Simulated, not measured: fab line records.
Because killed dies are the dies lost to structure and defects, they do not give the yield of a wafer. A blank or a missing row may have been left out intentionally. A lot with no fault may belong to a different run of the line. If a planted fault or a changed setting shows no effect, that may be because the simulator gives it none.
Which tool did it? + flow nandHarc + 24 lots, 72 wafers sampled, at 1 step of a route of 1159

WHAT THE GAUGES SHOWED, per wafer
NHARC_A_CONTACT_CD_MEAS_69: target cd 200 nm. Usual: cdNm 199.9 nm, standard deviation 0.81.
| lot  | measured     | on       | cdNm (nm)         | flag |
|------|--------------|----------|-------------------|------|
| L074 | day 16 09:55 | cdSem-01 | 200.9 199.6 199.0 |      |
| L077 | day 16 21:59 | cdSem-02 | 200.1 199.8 201.7 |      |
| L075 | day 16 22:32 | cdSem-01 | 200.0 198.7 199.1 |      |
| L078 | day 17 13:24 | cdSem-02 | 199.4 200.6 198.7 |      |
| L076 | day 17 15:45 | cdSem-02 | 200.2 199.4 199.6 |      |
| L079 | day 18 04:26 | cdSem-03 | 200.2 199.6 200.8 |      |
| L080 | day 18 06:07 | cdSem-02 | 200.3 200.3 200.6 |      |
| L081 | day 18 10:58 | cdSem-01 | 199.5 198.9 200.0 |      |
| L082 | day 18 20:59 | cdSem-03 | 199.8 200.8 200.4 |      |
| L083 | day 18 21:11 | cdSem-02 | 200.8 200.8 200.9 |      |
| L084 | day 19 01:11 | cdSem-02 | 199.2 200.5 200.1 |      |
| L085 | day 19 06:55 | cdSem-01 | 199.9 199.4 199.9 |      |
| L087 | day 19 12:55 | cdSem-03 | 200.1 199.6 199.0 |      |
| L086 | day 19 19:24 | cdSem-02 | 200.9 199.7 201.7 |      |
| L090 | day 20 10:19 | cdSem-02 | 199.1 199.0 201.1 |      |
| L088 | day 20 13:23 | cdSem-03 | 199.4 198.9 199.4 |      |
| L093 | day 20 13:56 | cdSem-02 | 200.6 201.2 199.5 |      |
| L089 | day 20 18:33 | cdSem-01 | 199.1 200.6 199.9 |      |
| L091 | day 20 20:37 | cdSem-02 | 201.8 200.8 200.5 |      |
| L092 | day 21 02:40 | cdSem-02 | 199.0 200.3 199.8 |      |
| L094 | day 21 18:37 | cdSem-03 | 200.4 200.1 200.8 |      |
| L096 | day 21 20:22 | cdSem-03 | 198.8 198.4 199.9 |      |
| L097 | day 21 22:00 | cdSem-02 | 200.2 198.5 199.8 |      |
| L095 | day 22 09:36 | cdSem-03 | 199.6 199.9 198.6 |      |

WHAT TOOL EACH LOT RAN ON (gives the tool, then ch and the chambers of the sampled wafers, and finally the start)
Before these readings, the record contains no process step.

WHAT THE TOOLS THEMSELVES READ (means of the sampled wafers that have a number; where no wafer has one, the mark that the record gives instead)
The record holds no such reading with a usual standard deviation.

THE ANSWER, worked out from the rows above alone
Rule: take the mean of a lot's wafers that have a number; if it is more than 3 standard deviations from the usual mean, the lot is off. A lot without any number at a reading at which 4 lots or more have one is off too. Any other lot the step has rows for is counted as sound. First the gauges in route order, then the tools' own readings, where a lot's mean is used as printed above. The first step at which some lot is off is used, and at that step the reading that is off furthest; a lot without a number counts as furthest.
Nothing can be told from this: no lot is off at any reading shown.

WHAT WAS PUT IN BY THE SIMULATOR
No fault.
